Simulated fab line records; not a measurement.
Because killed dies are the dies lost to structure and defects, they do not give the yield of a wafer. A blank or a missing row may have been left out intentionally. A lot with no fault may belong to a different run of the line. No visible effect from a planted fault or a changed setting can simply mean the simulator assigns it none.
Matching of chambers	flow nandHarc	3 sister chambers for NHARC_P_M0_DEP_32 on pecvd-04
The step deposits SiCN, target thk 30 nm. 20 wafers are shown with their chamber, then 10 later ones without.

== WAFERS WITH THEIR CHAMBER ==
wafer	chamber	showerheadVppV (V)	heaterPowerW (W)	rfFwdPowerW (W)
L075.1	2	1281	494	447.5
L075.4	2	1282	496	448.5
L075.5	0	1441	583	448.5
L076.2	2	1286	508	448.1
L076.3	1	1306	593	448.7
L076.5	0	1416	647	450.6
L078.1	2	1277	489	449.0
L078.5	0	1467	542	450.5
L078.6	1	1313	652	449.7
L084.2	1	1312	654	446.9
L084.3	2	1268	537	448.7
L084.4	2	1279	540	450.1
L090.3	2	1292	492	450.5
L090.4	1	1323	575	449.4
L090.5	0	1430	628	448.8
L091.2	1	1330	641	447.6
L091.5	1	1323	660	447.6
L091.6	0	1440	649	449.2
L092.1	2	1275	514	450.0
L092.5	0	1451	642	449.4

SIGNATURES, as means of the wafers listed above
reading	chamber 0	chamber 1	chamber 2	scatter within a chamber
showerheadVppV	1440.83	1317.83	1280.00	11.6
heaterPowerW	615.17	629.17	508.75	33.2
rfFwdPowerW	449.500	448.317	449.050	1.03
Rule: for each reading, subtract the chamber's mean from the wafer's reading, divide by that reading's scatter and square the result; add these up over the readings and take the root, which gives the wafer's distance from the chamber. If the next closest chamber is less than 2 further off than the closest, the wafer can't be placed; otherwise it belongs to the closest. The scatter: the root of (the sum of the squares of (reading less its chamber's mean) over the shown wafers, divided by (wafers less chambers)).

== WAFERS WHOSE CHAMBER IS MISSING ==
wafer	showerheadVppV (V)	heaterPowerW (W)	rfFwdPowerW (W)
L092.6	1330	609	450.5
L093.2	1300	675	448.9
L093.3	1275	534	449.4
L093.6	1273	538	450.0
L095.3	1279	551	447.9
L095.5	1324	649	450.5
L095.6	1292	549	450.4
L097.2	1447	575	448.2
L097.3	1276	545	448.2
L097.4	1289	545	449.0

== CHAMBER TAKEN BY EACH ==
wafer	from the rows above	in truth
L092.6	1	1
L093.2	1	1
L093.3	2	2
L093.6	2	2
L095.3	2	2
L095.5	1	1
L095.6	can't be placed: 2 or 1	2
L097.2	0	0
L097.3	2	2
L097.4	2	2
Correctly placed: 9 of 10. From these rows, 1 cannot be placed; in 1 the true chamber is one of the candidates. Placed wrongly: 0.
